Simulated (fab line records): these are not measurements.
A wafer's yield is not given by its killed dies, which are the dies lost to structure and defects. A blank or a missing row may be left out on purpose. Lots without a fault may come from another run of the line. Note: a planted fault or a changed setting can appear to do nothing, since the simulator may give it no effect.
Matching of chambers	flow nand_harc	4 sister chambers for NHARC_A_STAIRCASE_ETCH_444 on rie_diel-11
The step etches the open film in C4F8/O2, target depth 10200 nm, time 3400 s. 4 wafers are shown with their chamber, then 11 later ones without.

== WAFERS, EACH WITH ITS CHAMBER ==
wafer	chamber	rf_vpp_V (V)
L084.2	3	805
L087.3	0	808
L087.5	2	809
L090.2	1	800

== WAFERS MISSING THEIR CHAMBER ==
wafer	rf_vpp_V (V)
L090.3	808
L090.4	805
L091.1	807
L091.2	808
L091.6	799
L094.2	798
L094.3	804
L094.4	809
L097.3	804
L097.4	809
L097.6	806

== EACH ONE'S CHAMBER ==
wafer	from the rows above	in truth
L090.3	can't be placed: 0 or 2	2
L090.4	3	3
L091.1	can't be placed: 0 or 2 or 3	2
L091.2	can't be placed: 0 or 2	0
L091.6	1	1
L094.2	1	1
L094.3	3	3
L094.4	can't be placed: 2 or 0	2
L097.3	3	3
L097.4	can't be placed: 2 or 0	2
L097.6	can't be placed: 3 or 0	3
Correctly placed: 5 of 11. Can't be placed from these rows: 6 (the true chamber is among the candidates in 6). Number placed wrongly: 0.
How it was worked out, from the rows above alone: a wafer's distance from a chamber is the root of the sum, over the readings, of the square of ((its reading less the chamber's mean) divided by the reading's scatter). If the next closest chamber is less than 2 further off than the closest, the wafer can't be placed; otherwise it belongs to the closest. Each chamber's mean is taken over the wafers shown for it. The scatter: with one shown wafer a chamber, the root of the mean of the squares of how far each hidden wafer lies from its nearest shown one.
